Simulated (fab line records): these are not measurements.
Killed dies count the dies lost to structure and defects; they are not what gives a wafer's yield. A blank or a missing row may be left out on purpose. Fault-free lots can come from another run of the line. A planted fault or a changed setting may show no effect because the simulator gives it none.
fab line records    flow nand-harc
record: lots: 24  wafers: 72  last-day: 24
route steps=1159 shown A_SGD_CUT@758 A_WL_FILL@810 A_CONTACT@905
lots untouched by any fault: they come from a run of this same line in which no faults occurred
start-h: hours from the record's first day to the start of the lot's first wafer shown    wait-h: how many hours have passed since the lot's step before this one    " identical to the entry in the row above    L1.1+2: several wafers, shown together as one row    - no value present, or no start provided    * or withheld: withheld    < > ~ a bound
route shown NAME@n: NAME is a module with steps in the file, n the number in the route of the first one    usual: average and standard deviation across the fault-free wafers    same: alike in all rows    chamber/n: place in a boat    sites: per-site readings    _std_site: how widely they spread, as a standard deviation    _edge_site: outer sites' mean less inner sites'    radius-mm: how far each site lies from the wafer's centre    mask NAME#n: copy n    behind: the tool/chamber that last shaped the wafer    hold: what put the lot on hold/how long, in hours/how the hold closed    device: the n, p or np transistor that did not switch    end of line: the tests these same wafers got at the end of their route    a step given without rows: its recipe and nothing more    killed: the dies lost at the first sort to structure and to defects; this is not the yield of the wafer    map: per-die view of a wafer (x killed, . not killed, _ where there is no die)
set.NAME: the setting the step ran with; set.NAME@STEP: the setting that earlier step ran with    model.NAME: the simulator's own value behind a step, which no gauge read
the route's steps for a sample of lots (tables are steps, rows are wafers)
services: the hour from which a tool's chamber was out of use, counted from the record's first day as start-h (under 0 if before that day), plus the number of hours and why
== steps ==
step: NHARC_A_SGD_CUT_CD_MEAS_09
recipe: target-cd-nm: 100  landing-energy-ev: 500
usual: cd-nm: 100.0/0.46
same: landing-energy-ev: 500
lot.wafer  tool       chamber  start-h  wait-h  cd-nm
L075.1     cd-sem-02  0        308.66   -       99.4
L075.4     "          0        "        "       99.8
L075.5     "          0        "        "       99.9
L074.1     cd-sem-01  0        308.96   -       99.4
L074.2     "          0        "        "       99.4
L074.5     "          0        "        "       99.5
L077.2     cd-sem-02  0        322.17   -       100.4
L077.4     "          0        "        "       100.8
L077.6     "          0        "        "       100.6
L076.1     cd-sem-01  0        322.39   -       100.3
L076.4     "          0        "        "       100.1
L076.6     "          0        "        "       100.6
L080.3     cd-sem-02  0        332.18   -       99.5
L080.4     "          0        "        "       100.1
L080.5     "          0        "        "       100.0
L079.2     cd-sem-01  0        332.40   -       100.2
L079.5     "          0        "        "       100.6
L079.6     "          0        "        "       100.1
L078.1     cd-sem-02  0        332.68   -       99.7
L078.3     "          0        "        "       99.2
L078.5     "          0        "        "       99.6
L081.2     cd-sem-01  0        357.77   -       99.1
L081.5     "          0        "        "       99.1
L081.6     "          0        "        "       98.8
L082.1     cd-sem-01  0        358.16   -       100.4
L082.5     "          0        "        "       100.8
L082.6     "          0        "        "       100.8
L084.1     cd-sem-02  0        370.86   -       100.0
L084.3     "          0        "        "       100.3
L084.4     "          0        "        "       99.8
L083.1     cd-sem-03  0        371.45   -       99.8
L083.2     "          0        "        "       99.9
L083.3     "          0        "        "       99.9
L085.4     cd-sem-02  0        389.14   -       100.2
L085.5     "          0        "        "       99.6
L085.6     "          0        "        "       99.6
L086.1     cd-sem-01  0        389.39   -       100.7
L086.2     "          0        "        "       99.9
L086.3     "          0        "        "       99.7
L088.3     cd-sem-03  0        391.03   -       99.6
L088.5     "          0        "        "       100.2
L088.6     "          0        "        "       100.5
L091.1     cd-sem-01  0        401.97   -       100.7
L091.3     "          0        "        "       100.6
L091.5     "          0        "        "       100.3
L090.4     cd-sem-02  0        402.25   -       99.5
L090.5     "          0        "        "       100.2
L090.6     "          0        "        "       100.4
L087.1     cd-sem-02  0        408.14   -       99.9
L087.4     "          0        "        "       100.4
L087.6     "          0        "        "       99.9
L089.1     cd-sem-02  0        408.26   -       100.1
L089.3     "          0        "        "       100.0
L089.6     "          0        "        "       100.4
L093.1     cd-sem-02  0        415.18   -       99.5
L093.2     "          0        "        "       100.1
L093.6     "          0        "        "       99.7
L092.2     cd-sem-02  0        427.09   -       99.8
L092.5     "          0        "        "       98.6
L092.6     "          0        "        "       100.1
L096.2     cd-sem-02  0        443.94   -       100.4
L096.3     "          0        "        "       99.5
L096.4     "          0        "        "       100.0
L094.3     cd-sem-02  0        444.18   -       100.1
L094.4     "          0        "        "       99.5
L094.6     "          0        "        "       99.6
L095.1     cd-sem-02  0        444.76   -       99.6
L095.2     "          0        "        "       99.3
L095.4     "          0        "        "       99.6
L097.1     cd-sem-03  0        454.82   -       99.7
L097.4     "          0        "        "       99.6
L097.5     "          0        "        "       99.4
step: NHARC_A_SGD_CUT_INSPECT_25
usual: raw-defect-count: 303/82
lot.wafer  tool               chamber  start-h  wait-h  raw-defect-count
L075.1     defect-inspect-01  -        315.30   -       318
L075.4     "                  -        "        "       245
L075.5     "                  -        "        "       344
L074.1     defect-inspect-01  -        315.40   -       235
L074.2     "                  -        "        "       235
L074.5     "                  -        "        "       267
L076.1     defect-inspect-01  -        328.53   -       287
L076.4     "                  -        "        "       323
L076.6     "                  -        "        "       291
L077.2     defect-inspect-02  -        328.59   -       245
L077.4     "                  -        "        "       234
L077.6     "                  -        "        "       263
L080.3     defect-inspect-02  -        338.76   -       309
L080.4     "                  -        "        "       272
L080.5     "                  -        "        "       182
L078.1     defect-inspect-02  -        338.77   -       260
L078.3     "                  -        "        "       256
L078.5     "                  -        "        "       199
L079.2     defect-inspect-01  -        338.77   -       163
L079.5     "                  -        "        "       203
L079.6     "                  -        "        "       204
L082.1     defect-inspect-02  -        364.36   -       408
L082.5     "                  -        "        "       343
L082.6     "                  -        "        "       369
L081.2     defect-inspect-01  -        364.37   -       440
L081.5     "                  -        "        "       283
L081.6     "                  -        "        "       295
L084.1     defect-inspect-02  -        379.60   -       311
L084.3     "                  -        "        "       244
L084.4     "                  -        "        "       229
L083.1     defect-inspect-01  -        379.65   -       453
L083.2     "                  -        "        "       282
L083.3     "                  -        "        "       247
L088.3     defect-inspect-02  -        396.65   -       316
L088.5     "                  -        "        "       293
L088.6     "                  -        "        "       281
L085.4     defect-inspect-01  -        396.68   -       357
L085.5     "                  -        "        "       360
L085.6     "                  -        "        "       425
L086.1     defect-inspect-01  -        396.73   -       263
L086.2     "                  -        "        "       350
L086.3     "                  -        "        "       462
L090.4     defect-inspect-02  -        408.53   -       411
L090.5     "                  -        "        "       250
L090.6     "                  -        "        "       243
L091.1     defect-inspect-01  -        408.95   -       449
L091.3     "                  -        "        "       378
L091.5     "                  -        "        "       289
L089.1     defect-inspect-02  -        414.85   -       290
L089.3     "                  -        "        "       240
L089.6     "                  -        "        "       206
L087.1     defect-inspect-01  -        414.87   -       272
L087.4     "                  -        "        "       262
L087.6     "                  -        "        "       205
L093.1     defect-inspect-01  -        423.38   -       431
L093.2     "                  -        "        "       344
L093.6     "                  -        "        "       320
L092.2     defect-inspect-01  -        433.70   -       340
L092.5     "                  -        "        "       160
L092.6     "                  -        "        "       179
L096.2     defect-inspect-01  -        451.02   -       426
L096.3     "                  -        "        "       570
L096.4     "                  -        "        "       479
L094.3     defect-inspect-02  -        451.02   -       282
L094.4     "                  -        "        "       282
L094.6     "                  -        "        "       262
L095.1     defect-inspect-02  -        451.07   -       289
L095.2     "                  -        "        "       354
L095.4     "                  -        "        "       304
L097.1     defect-inspect-01  -        461.19   -       296
L097.4     "                  -        "        "       266
L097.5     "                  -        "        "       249
step: NHARC_A_WL_FILL_RTA_01
recipe: temp-c: 1000  time-s: 5
usual: lamp-power-pct: 31.4/2.1  lamp_zone_1_pct: 31.4/2.1  wafer_temp_C_max: 1006.1/2.1
lot.wafer  tool           chamber  start-h  wait-h  lamp-power-pct  lamp_zone_1_pct  wafer_temp_C_max
L074.1     rtp-anneal-02  0        333.38   -       33.8            33.8             1004.2
L074.2     "              0        "        "       33.9            33.9             1004.0
L074.5     "              0        "        "       33.9            33.9             1003.8
L075.1     rtp-anneal-01  0        333.44   -       29.6            29.6             1008.5
L075.4     "              0        "        "       29.6            29.6             1006.2
L075.5     "              0        "        "       29.6            29.6             1007.9
L076.1     rtp-anneal-02  0        346.81   0.2     33.8            33.8             1004.7
L076.4     "              0        "        "       33.8            33.8             1002.6
L076.6     "              0        "        "       33.8            33.8             1004.2
L077.2     rtp-anneal-01  0        347.15   0.3     29.7            29.7             1006.5
L077.4     "              0        "        "       29.6            29.6             1008.4
L077.6     "              0        "        "       29.6            29.6             1007.3
L078.1     rtp-anneal-01  0        354.06   -       29.6            29.6             1008.8
L078.3     "              0        "        "       29.6            29.7             1008.1
L078.5     "              0        "        "       29.7            29.7             1006.9
L079.2     rtp-anneal-02  0        354.12   -       33.7            33.9             1004.0
L079.5     "              0        "        "       33.8            33.8             1005.5
L079.6     "              0        "        "       33.8            33.8             1004.4
L080.3     rtp-anneal-01  0        354.29   0.3     29.6            29.6             1008.3
L080.4     "              0        "        "       29.6            29.6             1011.9
L080.5     "              0        "        "       29.6            29.6             1011.4
L081.2     rtp-anneal-01  0        379.88   -       29.6            29.7             1006.6
L081.5     "              0        "        "       29.6            29.6             1009.2
L081.6     "              0        "        "       29.6            29.6             1006.6
L082.1     rtp-anneal-02  0        380.02   -       33.8            33.9             1004.4
L082.5     "              0        "        "       33.9            33.8             1003.7
L082.6     "              0        "        "       33.8            33.8             1004.0
L084.1     rtp-anneal-01  0        394.25   -       29.6            29.6             1006.8
L084.3     "              0        "        "       29.6            29.7             1011.2
L084.4     "              0        "        "       29.7            29.7             1008.0
L083.1     rtp-anneal-01  0        394.42   -       29.6            29.7             1005.4
L083.2     "              0        "        "       29.7            29.6             1006.7
L083.3     "              0        "        "       29.6            29.6             1007.6
L085.4     rtp-anneal-01  0        411.40   -       29.6            29.6             1009.5
L085.5     "              0        "        "       29.7            29.6             1006.5
L085.6     "              0        "        "       29.7            29.6             1006.8
L088.3     rtp-anneal-01  0        411.54   -       29.6            29.7             1008.4
L088.5     "              0        "        "       29.6            29.6             1006.2
L088.6     "              0        "        "       29.6            29.6             1008.4
L086.1     rtp-anneal-01  0        411.66   -       29.6            29.6             1006.3
L086.2     "              0        "        "       29.6            29.6             1009.1
L086.3     "              0        "        "       29.6            29.6             1005.9
L090.4     rtp-anneal-02  0        425.48   -       33.9            33.9             1004.1
L090.5     "              0        "        "       33.9            33.9             1003.6
L090.6     "              0        "        "       33.9            33.8             1004.1
L091.1     rtp-anneal-02  0        425.56   -       33.8            33.8             1005.4
L091.3     "              0        "        "       33.9            33.8             1004.7
L091.5     "              0        "        "       33.8            33.9             1004.6
L089.1     rtp-anneal-02  0        431.67   -       33.8            33.8             1003.5
L089.3     "              0        "        "       33.8            33.8             1004.5
L089.6     "              0        "        "       33.8            33.8             1004.0
L087.1     rtp-anneal-01  0        431.70   -       29.6            29.7             1007.3
L087.4     "              0        "        "       29.7            29.6             1005.4
L087.6     "              0        "        "       29.6            29.7             1005.2
L093.1     rtp-anneal-01  0        438.66   -       29.6            29.6             1007.9
L093.2     "              0        "        "       29.7            29.6             1008.3
L093.6     "              0        "        "       29.6            29.7             1007.3
L092.2     rtp-anneal-02  0        449.36   -       33.8            33.8             1004.9
L092.5     "              0        "        "       33.8            33.8             1003.1
L092.6     "              0        "        "       33.9            33.8             1005.0
L095.1     rtp-anneal-02  0        467.34   -       33.8            33.8             1002.4
L095.2     "              0        "        "       33.8            33.8             1004.1
L095.4     "              0        "        "       33.9            33.8             1003.7
L096.2     rtp-anneal-01  0        467.37   -       29.6            29.6             1007.6
L096.3     "              0        "        "       29.6            29.6             1007.1
L096.4     "              0        "        "       29.6            29.7             1009.2
L094.3     rtp-anneal-02  0        470.69   -       33.8            33.8             1005.4
L094.4     "              0        "        "       33.9            33.8             1003.4
L094.6     "              0        "        "       33.8            33.8             1003.5
L097.1     rtp-anneal-01  0        476.16   -       29.6            29.6             1009.8
L097.4     "              0        "        "       29.7            29.6             1007.6
L097.5     "              0        "        "       29.6            29.6             1006.6
step: NHARC_A_WL_FILL_ETCHBACK_16
recipe: target-depth-a: 880  time-s: 17.6  c4f8-flow-sccm: withheld  o2-flow-sccm: 8  ar-flow-sccm: withheld  rf-w: 600  bias-w: 800  chemistry: C4F8/O2/Ar
usual: oes-product-au: 0.98/0.033  rf-vpp-V: 722/3.9
lot.wafer  tool         chamber  start-h  wait-h  oes-product-au  rf-hours-counter-h  rf-vpp-V
L074.2     rie-diel-12  0        -        -       0.92            3.7                 727
L074.1     "            2        "        "       0.93            4.1                 717
L074.5     "            3        "        "       0.93            -                   723
L075.4     rie-diel-12  1        -        -       0.93            3.9                 718
L075.1     "            0        "        "       0.92            3.7                 727
L075.5     "            2        "        "       0.93            -                   717
L077.4     rie-diel-10  2        -        -       0.99            0                   726
L077.2     "            3        "        "       1.02            0                   719
L077.6     "            3        "        "       1.01            -                   717
L078.1     rie-diel-10  0        -        -       1.00            0.0                 717
L078.3     "            2        "        "       1.00            0.0                 726
L078.5     "            1        "        "       1.00            -                   725
L076.1     rie-diel-03  2        -        -       1.00            6.2                 726
L076.4     "            3        "        "       1.00            5.6                 721
L076.6     "            2        "        "       1.01            -                   726
L079.2     rie-diel-12  0        -        -       0.92            4.2                 725
L079.6     "            3        "        "       0.94            -                   724
L079.5     "            0        "        "       0.92            -                   725
L080.3     rie-diel-03  0        -        -       0.91            6.2                 723
L080.4     "            2        "        "       0.92            6.2                 726
L080.5     "            0        "        "       0.93            -                   725
L082.1     rie-diel-10  0        -        -       1.01            3.5                 718
L082.5     "            3        "        "       1.01            -                   716
L082.6     "            0        "        "       0.99            -                   720
L081.2     rie-diel-12  0        -        -       0.99            0.4                 726
L081.6     "            0        "        "       1.00            -                   726
L081.5     "            1        "        "       1.00            -                   719
L084.1     rie-diel-10  1        -        -       1.01            3.6                 725
L084.4     "            3        "        "       1.00            4.2                 717
L084.3     "            0        "        "       1.01            4.4                 718
L083.2     rie-diel-12  3        -        -       1.00            0.5                 725
L083.3     "            1        "        "       0.99            0.4                 721
L083.1     "            2        "        "       1.01            0.4                 716
L085.4     rie-diel-10  0        -        -       1.00            4.8                 719
L085.6     "            0        "        "       1.01            -                   719
L085.5     "            1        "        "       1.01            -                   725
L088.3     rie-diel-12  0        -        -       1.00            1.0                 726
L088.5     "            2        "        "       1.00            -                   718
L088.6     "            3        "        "       1.01            -                   724
L086.1     rie-diel-03  3        -        -       0.97            1.2                 720
L086.3     "            0        "        "       0.96            1.2                 725
L086.2     "            1        "        "       0.97            1.1                 717
L091.1     rie-diel-12  0        -        -       0.93            1.1                 726
L091.3     "            2        "        "       0.93            0.9                 718
L091.5     "            0        "        "       0.92            -                   728
L090.4     rie-diel-03  0        -        -       1.01            1.4                 725
L090.5     "            0        "        "       1.01            -                   725
L090.6     "            1        "        "       1.01            -                   717
L089.3     rie-diel-03  3        -        -       1.00            1.4                 721
L089.1     "            2        "        "       1.00            1.3                 726
L089.6     "            3        "        "       1.01            -                   720
L087.1     rie-diel-10  1        -        -       0.99            5.7                 726
L087.4     "            2        "        "       0.99            5.3                 727
L087.6     "            1        "        "       1.00            -                   724
L093.1     rie-diel-12  2        -        -       1.00            1.2                 716
L093.2     "            1        "        "       0.99            1.2                 718
L093.6     "            2        "        "       0.99            -                   717
L092.2     rie-diel-03  3        -        -       0.93            2.4                 721
L092.5     "            1        "        "       0.93            -                   716
L092.6     "            2        "        "       0.92            -                   726
L096.3     rie-diel-03  2        -        -       0.98            1.9                 725
L096.4     "            3        "        "       0.98            2.5                 720
L096.2     "            0        "        "       0.98            2.5                 725
L095.1     rie-diel-10  2        -        -       0.99            7.7                 726
L095.4     "            0        "        "       1.00            8.9                 716
L095.2     "            1        "        "       1.00            8.2                 725
L094.3     rie-diel-12  2        -        -       1.00            2.1                 717
L094.4     "            1        "        "       1.00            2.2                 719
L094.6     "            3        "        "       1.00            -                   724
L097.1     rie-diel-03  0        -        -       0.99            3.0                 724
L097.4     "            1        "        "       1.00            3.0                 717
L097.5     "            3        "        "       1.00            -                   721
step: NHARC_A_WL_FILL_ETCHBACK_17
recipe: target-depth-a: 40  time-s: 26.7  chemistry: Cl2/BCl3
usual: drypump-motor-current-A: 5.6/0.54  oes-product-au: 1.000/0.0071
lot.wafer  tool          chamber  start-h  wait-h  drypump-motor-current-A  oes-product-au  rf-hours-counter-h
L074.2     rie-metal-01  1        350.06   -       5.9                      0.999           0.2
L074.1     "             0        "        "       5.8                      0.993           0.2
L074.5     "             1        "        "       5.9                      0.991           -
L075.1     rie-metal-02  0        350.08   -       5.5                      1.000           3.7
L075.4     "             0        "        "       5.5                      0.998           -
L075.5     "             1        "        "       4.9                      0.994           -
L077.2     rie-metal-02  0        366.03   -       5.5                      0.994           4.4
L077.4     "             0        "        "       5.5                      0.994           -
L077.6     "             0        "        "       5.5                      0.993           -
L078.1     rie-metal-03  1        367.19   -       5.2                      0.998           3.7
L078.3     "             0        "        "       6.5                      0.998           -
L078.5     "             0        "        "       6.5                      1.003           -
L076.1     rie-metal-01  0        369.28   -       5.8                      0.997           1.0
L076.4     "             0        "        "       5.8                      1.004           -
L076.6     "             1        "        "       5.9                      0.999           -
L079.2     rie-metal-02  0        370.25   -       5.5                      0.995           4.5
L079.6     "             0        "        "       5.5                      0.999           -
L079.5     "             1        "        "       4.9                      0.995           -
L080.3     rie-metal-02  0        373.39   -       5.5                      0.992           -
L080.4     "             1        "        "       4.9                      0.985           -
L080.5     "             1        "        "       4.9                      0.990           -
L082.1     rie-metal-03  0        400.81   -       6.5                      1.003           3.0
L082.5     "             1        "        "       5.2                      1.005           -
L082.6     "             0        "        "       6.5                      0.998           -
L081.2     rie-metal-01  1        401.78   -       5.9                      0.988           1.9
L081.5     "             1        "        "       5.9                      1.005           -
L081.6     "             0        "        "       5.8                      0.993           -
L084.1     rie-metal-02  0        408.89   -       5.5                      0.998           0.4
L084.4     "             1        "        "       4.9                      1.006           -
L084.3     "             0        "        "       5.5                      1.012           -
L083.1     rie-metal-03  0        408.92   -       6.5                      0.998           3.1
L083.2     "             1        "        "       5.2                      1.004           4.7
L083.3     "             1        "        "       5.2                      0.996           -
L085.4     rie-metal-03  0        426.80   -       6.5                      0.994           -
L085.6     "             1        "        "       5.2                      0.998           -
L085.5     "             0        "        "       6.5                      0.997           -
L088.3     rie-metal-01  0        426.82   -       5.8                      1.009           -
L088.6     "             1        "        "       5.9                      1.009           -
L088.5     "             0        "        "       5.8                      1.006           -
L086.2     rie-metal-02  1        427.60   -       4.9                      1.002           1.0
L086.1     "             0        "        "       5.5                      1.005           1.0
L086.3     "             1        "        "       4.9                      1.013           -
L091.1     rie-metal-01  1        440.03   -       5.9                      1.007           3.0
L091.3     "             0        "        "       5.8                      0.997           -
L091.5     "             0        "        "       5.8                      1.000           -
L090.4     rie-metal-02  1        440.10   -       4.9                      1.008           -
L090.6     "             1        "        "       4.9                      1.006           -
L090.5     "             0        "        "       5.5                      0.998           -
L089.1     rie-metal-02  0        446.06   -       5.5                      1.011           1.5
L089.3     "             1        "        "       4.9                      1.006           -
L089.6     "             1        "        "       4.9                      1.015           -
L087.1     rie-metal-03  0        446.13   -       6.5                      1.007           4.3
L087.4     "             0        "        "       6.5                      0.997           -
L087.6     "             0        "        "       6.5                      0.993           -
L093.2     rie-metal-02  0        456.29   -       5.5                      0.997           2.0
L093.1     "             1        "        "       4.9                      1.005           2.0
L093.6     "             0        "        "       5.5                      1.000           -
L092.2     rie-metal-03  1        476.96   -       5.2                      1.005           0.2
L092.6     "             0        "        "       6.5                      1.008           -
L092.5     "             1        "        "       5.2                      0.985           -
L096.2     rie-metal-03  0        482.08   -       6.5                      1.009           0.3
L096.3     "             1        "        "       5.2                      1.009           -
L096.4     "             0        "        "       6.5                      0.999           -
L095.2     rie-metal-03  1        484.19   -       5.2                      0.998           0.4
L095.1     "             0        "        "       6.5                      1.002           0.4
L095.4     "             1        "        "       5.2                      0.988           -
L094.3     rie-metal-01  0        485.22   -       5.8                      0.994           -
L094.4     "             1        "        "       5.9                      0.996           -
L094.6     "             0        "        "       5.8                      1.006           -
L097.1     rie-metal-02  1        491.24   -       4.9                      1.012           2.8
L097.4     "             1        "        "       4.9                      1.012           -
L097.5     "             1        "        "       4.9                      1.006           -
step: NHARC_A_CONTACT_ETCH_125
recipe: source-w: withheld  pressure-mtorr: 20  bias-v: 1200  time-s: 155  target-depth-a: 9560  ar-flow-sccm: withheld  c4f8-flow-sccm: withheld  o2-flow-sccm: withheld  chemistry: C4F8/O2/Ar
lot.wafer  tool             chamber  start-h  wait-h  rf-hours-counter-h
L075.1     har-cap-etch-03  1        374.99   0.2     82
L075.4     "                0        "        "       -
L075.5     "                0        "        "       -
L074.1     har-cap-etch-02  1        379.03   0.2     9
L074.2     "                0        "        "       9
L074.5     "                0        "        "       -
L077.2     har-cap-etch-01  0        390.55   0.2     59
L077.4     "                1        "        "       -
L077.6     "                0        "        "       -
L078.1     har-cap-etch-03  1        391.18   0.2     86
L078.3     "                0        "        "       -
L078.5     "                1        "        "       -
L079.2     har-cap-etch-01  0        395.08   0.2     61
L079.5     "                1        "        "       -
L079.6     "                0        "        "       -
L076.1     har-cap-etch-03  1        396.61   0.2     87
L076.4     "                1        "        "       -
L076.6     "                0        "        "       -
L080.4     har-cap-etch-03  0        399.80   0.1     -
L080.3     "                1        "        "       -
L080.5     "                0        "        "       -
L082.1     har-cap-etch-02  1        428.06   0.2     17
L082.5     "                0        "        "       -
L082.6     "                1        "        "       -
L081.2     har-cap-etch-01  1        428.44   0.2     65
L081.6     "                0        "        "       -
L081.5     "                1        "        "       -
L084.1     har-cap-etch-02  1        434.06   0.2     18
L084.4     "                1        "        "       -
L084.3     "                0        "        "       -
L083.2     har-cap-etch-02  0        437.58   0.2     20
L083.1     "                1        "        "       20
L083.3     "                0        "        "       -
L088.3     har-cap-etch-02  0        454.35   0.1     -
L088.6     "                1        "        "       -
L088.5     "                0        "        "       -
L086.1     har-cap-etch-01  0        454.66   0.2     69
L086.2     "                1        "        "       69
L086.3     "                0        "        "       -
L085.4     har-cap-etch-03  1        458.60   0.1     -
L085.5     "                1        "        "       -
L085.6     "                0        "        "       -
L091.1     har-cap-etch-01  0        466.39   0.2     72
L091.3     "                1        "        "       -
L091.5     "                0        "        "       -
L090.4     har-cap-etch-02  0        467.18   0.1     -
L090.6     "                1        "        "       -
L090.5     "                0        "        "       -
L087.1     har-cap-etch-03  1        469.58   0.2     99
L087.4     "                1        "        "       -
L087.6     "                1        "        "       -
L089.1     har-cap-etch-01  1        471.20   0.2     74
L089.3     "                1        "        "       -
L089.6     "                0        "        "       -
L093.1     har-cap-etch-01  1        483.51   0.2     76
L093.2     "                0        "        "       76
L093.6     "                0        "        "       -
L092.2     har-cap-etch-03  1        504.50   0.2     103
L092.5     "                0        "        "       -
L092.6     "                1        "        "       -
L095.2     har-cap-etch-01  1        507.63   0.2     78
L095.1     "                0        "        "       78
L095.4     "                1        "        "       -
L096.2     har-cap-etch-02  1        507.84   0.2     31
L096.3     "                0        "        "       -
L096.4     "                1        "        "       -
L094.3     har-cap-etch-02  0        517.92   0.1     -
L094.4     "                1        "        "       -
L094.6     "                0        "        "       -
L097.1     har-cap-etch-03  0        519.49   0.2     106
L097.4     "                0        "        "       -
L097.5     "                1        "        "       -
== services ==
tool             chamber  start-h  hours  kind
rie-diel-10      3        326.37   5.8    repair
rie-metal-01     -        332.00   9.0    pm
rie-diel-03      3        350.89   9.4    repair
rie-diel-10      -        353.50   9.0    pm
rie-diel-03      2        355.52   1.6    repair
har-cap-etch-01  -        364.05   0.2    repair
rie-diel-12      -        379.51   9.0    pm
rie-metal-02     -        388.00   9.0    pm
rie-metal-02     0        388.00   9.0    vent-cycle
rie-metal-02     1        388.00   9.0    vent-cycle
rie-diel-03      -        392.33   9.0    pm
rie-metal-02     0        397.00   -      clean
rie-metal-02     1        397.00   -      clean
rie-diel-03      -        402.13   0.8    repair
rie-diel-03      2        449.20   11.8   repair
rie-diel-10      -        452.47   0.6    repair
rie-metal-03     -        453.00   9.0    pm
rie-diel-10      1        458.11   7.9    repair
rie-diel-10      -        460.29   3.4    repair
rie-metal-01     0        464.32   2.0    repair
rie-diel-12      -        470.29   0.4    repair
rie-diel-10      0        473.41   1.3    repair
rie-diel-03      2        505.50   6.7    repair
rie-metal-01     -        509.09   9.0    pm
== key ==
fault none
